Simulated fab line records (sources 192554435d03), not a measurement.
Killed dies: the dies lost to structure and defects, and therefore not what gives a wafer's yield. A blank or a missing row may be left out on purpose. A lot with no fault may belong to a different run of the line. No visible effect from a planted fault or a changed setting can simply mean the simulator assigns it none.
8D (eight disciplines) problem report, filled in by code | flow n5_finfet | the parts of the form that need people (team, actions taken, sign-off) are left out

## 1. WHAT WENT WRONG
Wafers without a fault read 46.5 s, standard deviation 1.1; etch_rf_on_time_s at N5_FIN_SAQP_ETCH_57 reads a mean of 34.5 s on 3 wafers belonging to 3 lots. That is -11 standard deviations from the usual mean.
The step: etches SiNx in CH3F/O2, target depth 32.5 nm, time 46.4 s.
Seen first at day 4 07:11 on rie_diel-01, wafer L742.5. Wafers with a number at this step in the record: 24, from 9 lots. Rule for "out" (also "out of limits"): further than 4 standard deviations from the usual mean. The other wafers with a number count as sound.

## 2. WHAT IT IS, AND WHAT IT ISN'T
question                    | is                       | is not
which readings at this step | etch_rf_on_time_s        | drypump_motor_current_A, rf_vpp_V, showerhead_plenum_p_Torr, throttle_valve_pct
which lots                  | L742, L743, L745         | L738, L747, L750, L751, L753, L754
which wafers of those lots  | L742.5, L743.5, L745.3   | L742.6, L743.1, L745.1
read on which tools         | rie_diel-01, rie_diel-06 | rie_diel-03
when                        | from day 4 07:11         | up to then (4 sound wafers); but 17 sound wafers of L743, L745, L747, L750, L751, L753, L754 came after

## 3. THE SUSPECTS, EACH WITH WHAT RULES IT OUT
Counting: if a tool at a process step up to the reading ran every lot that is out, it stays a suspect. Sound lots after the first of them don't rule it out here, since some wafers of a struck lot are sound.
- pecvd-01 at N5_FIN_SAQP_PECVD_48 (deposits SiNx from SiH4/NH3/N2, target thk 25 nm, time 22.1 s): kept. Ran every lot that is out, first one L742 (day 4 03:16); last sound lot up to then L738 (day 3 02:55).
Remaining after the count: pecvd-01 at N5_FIN_SAQP_PECVD_48.

## 4. THE CAUSE (what the simulator had put in)
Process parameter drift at N5_FIN_SAQP_PECVD_48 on pecvd-01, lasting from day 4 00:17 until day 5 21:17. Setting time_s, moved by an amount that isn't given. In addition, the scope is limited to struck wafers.
This tool alone remained once counting was done.

## 5. THE CHAIN OF EFFECTS, in route order
One row per reading whose mean, taken over the struck wafers that have a number, lies over 3 standard deviations from the usual. Readings are gone through only where the record gives a usual standard deviation; hours: the median, over the lots, of the time from a lot's start at the first step in this table giving one to that lot's start at this step; sigmas: the change measured in usual standard deviations.
hours | step                | reading           | usual  | on struck wafers | change | sigmas
0     | N5_FIN_SAQP_ETCH_57 | etch_rf_on_time_s | 46.5 s | 34.5             | -12.0  | -11
The process steps in it:
- N5_FIN_SAQP_ETCH_57: etches SiNx in CH3F/O2, target depth 32.5 nm, time 46.4 s.
Later steps that measure or inspect, where all struck wafers having a row at the step show a number for every such reading and not one has moved that far: N5_BEOL_M4_RC_MEAS_101.

## 6. HOW IT WOULD HAVE BEEN CAUGHT EARLIER
The fault began at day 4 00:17; the first out-of-limits reading in this record came at day 4 07:11, 7 hours later.
Of the tool readings at N5_FIN_SAQP_PECVD_48 for which the record gives a usual standard deviation, none was out on any struck wafer, so an alarm limit of 4 standard deviations on them would not have fired.
Among the 3 lots that are out, L743, L745 began N5_FIN_SAQP_PECVD_48 on pecvd-01 after day 4 07:11. A hold on the tool at that time would have spared those 2.
